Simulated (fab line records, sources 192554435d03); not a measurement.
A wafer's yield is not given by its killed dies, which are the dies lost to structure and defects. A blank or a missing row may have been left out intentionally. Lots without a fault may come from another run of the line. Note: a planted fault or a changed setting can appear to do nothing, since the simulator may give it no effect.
Lot-split experiment -- flow n5-finfet -- 39 wafers read from 7 lots, route of 1938 steps

## THE SPLIT
At N5_BEOL_M14_SPUTTER_43 (material TaN, target thk 15 nm, time 24.19 s), the setting target-thk-a was moved away from the recipe's 150 angstrom on 15 of the 39 wafers read, by -53.6% to +46.6%. This setting was run at the recipe's value on the other wafers.

## FROM THE SPLIT TO THE READING: what the file shows between them, 4 steps
- N5_BEOL_M14_SPUTTER_44: material Ta, target thk 15 nm, time 24.19 s
- N5_BEOL_M14_SPUTTER_45: material Cu, target thk 100 nm, time 16.67 s
- N5_BEOL_M14_ECD_47: material Cu, target thk 1248 nm
- N5_BEOL_M14_ANNEAL_48: time 90 s

## THE READING
barrier-field-endpoint-s, in s, at N5_BEOL_M14_CMP_49 (polishes, stops on SiO2, t overpolish 5.2 s, target thk 560 nm). Fault-free wafers of this fab line usually give 11.46 s, standard deviation 0.27 s.

wafer,"tool, chamber at the split","target-thk-a as run, angstrom",against the recipe,"barrier-field-endpoint-s, s",against lot-mates on the recipe
L077.4,"pvd-sputter-01, -",80.58,-46.3%,8.88,-2.56
L077.2,"pvd-sputter-01, -",80.58,-46.3%,8.94,-2.50
L077.1,"pvd-sputter-01, -",80.58,-46.3%,8.47,-2.97
L077.3,"pvd-sputter-01, -",150,recipe,11.48,-
L077.6,"pvd-sputter-01, -",150,recipe,11.48,-
L077.5,"pvd-sputter-01, -",150,recipe,11.37,-
L079.4,"pvd-sputter-02, -",192.1,+28.1%,13.30,+2.04
L079.1,"pvd-sputter-02, -",192.1,+28.1%,12.72,+1.46
L079.2,"pvd-sputter-02, -",150,recipe,11.06,-
L079.3,"pvd-sputter-02, -",150,recipe,11.30,-
L079.5,"pvd-sputter-02, -",150,recipe,11.41,-
L079.6,"pvd-sputter-02, -",192.1,+28.1%,13.19,+1.93
L082.3,"pvd-sputter-02, -",219.9,+46.6%,14.17,+2.87
L082.2,"pvd-sputter-02, -",150,recipe,11.49,-
L082.1,"pvd-sputter-02, -",150,recipe,11.18,-
L082.4,"pvd-sputter-02, -",219.9,+46.6%,13.95,+2.65
L082.6,"pvd-sputter-02, -",219.9,+46.6%,13.89,+2.59
L082.5,"pvd-sputter-02, -",150,recipe,11.22,-
L090.4,"pvd-sputter-03, -",120.1,-19.9%,10.32,-1.12
L090.1,"pvd-sputter-03, -",120.1,-19.9%,10.36,-1.08
L090.3,"pvd-sputter-03, -",150,recipe,11.34,-
L090.2,"pvd-sputter-03, -",150,recipe,11.47,-
L090.5,"pvd-sputter-03, -",120.1,-19.9%,10.44,-1.00
L090.6,"pvd-sputter-03, -",150,recipe,11.50,-
L089.1,"pvd-sputter-03, -",150,recipe,11.19,-
L089.3,"pvd-sputter-03, -",150,recipe,11.01,-
L089.4,"pvd-sputter-03, -",150,recipe,11.16,-
L089.2,"pvd-sputter-03, -",150,recipe,11.23,-
L089.5,"pvd-sputter-03, -",150,recipe,11.31,-
L089.6,"pvd-sputter-03, -",150,recipe,10.83,-
L091.2,"pvd-sputter-01, -",69.56,-53.6%,8.50,-3.30
L091.4,"pvd-sputter-01, -",150,recipe,11.91,-
L091.1,"pvd-sputter-01, -",69.56,-53.6%,8.68,-3.12
L091.3,"pvd-sputter-01, -",69.56,-53.6%,8.40,-3.40
L091.5,"pvd-sputter-01, -",150,recipe,11.66,-
L091.6,"pvd-sputter-01, -",150,recipe,11.83,-
L093.3,"pvd-sputter-03, -",150,recipe,11.94,-
L093.4,"pvd-sputter-03, -",150,recipe,11.59,-
L093.6,"pvd-sputter-03, -",150,recipe,11.49,-

FIT RESULTS
A straight line over all 39 wafers: barrier-field-endpoint-s changes by +0.0556 s for each +1% of target-thk-a; r = +0.99; the points scatter about the line by 0.24 s.
The same after taking each lot's own level away (the mean of its wafers on the recipe; 39 wafers): +0.0595 s for each +1%; r = +0.99; scatter 0.16 s.
The reading moves by 3.2 s for the largest change in target-thk-a, on that fit.
Measured against the standard deviation above, the lots' own levels, which go from 11.122 to 11.800 s, span 2.5 times it.
Hence the lot-to-lot level has little effect on the slope; both slopes agree.
Check: with one of the wafers moved furthest among these (-53.6%) left out of the fit, the line predicts -3.16 s for it against its lot-mates. Against them it came out at -3.3 s.

## THESE WAFERS: OTHER SPLITS
Other splits were also applied to these wafers ahead of the reading. Each is held against what the fit with the lots' levels taken away leaves over:
other split on the same wafers,wafers away from the commonest value,r with barrier-field-endpoint-s (lot level and that fit taken away)
N5_BEOL_M13_TRENCH_ETCH_34 time-s,15,-0.17

## THE WHOLE CHAIN: every reading that the file lists as answering this split, in the file's order
step,what it does,reading,change (the file's fit),r (the file's)
N5_BEOL_M14_SPUTTER_43,"material TaN, target thk 15 nm, time 24.19 s","TaN_of_BEOL_M14_SPUTTER_43.thk-nm (the simulator's own value, which no gauge read)",+0.151 nm for each +1% of the setting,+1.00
N5_BEOL_M14_CMP_49,"polishes, stops on SiO2, t overpolish 5.2 s, target thk 560 nm",barrier-field-endpoint-s,+0.0595 s for each +1% of the setting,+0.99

## FILE'S OWN FIT
barrier-field-endpoint-s changes by +0.0595 s for each +1% of target-thk-a, r = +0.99.
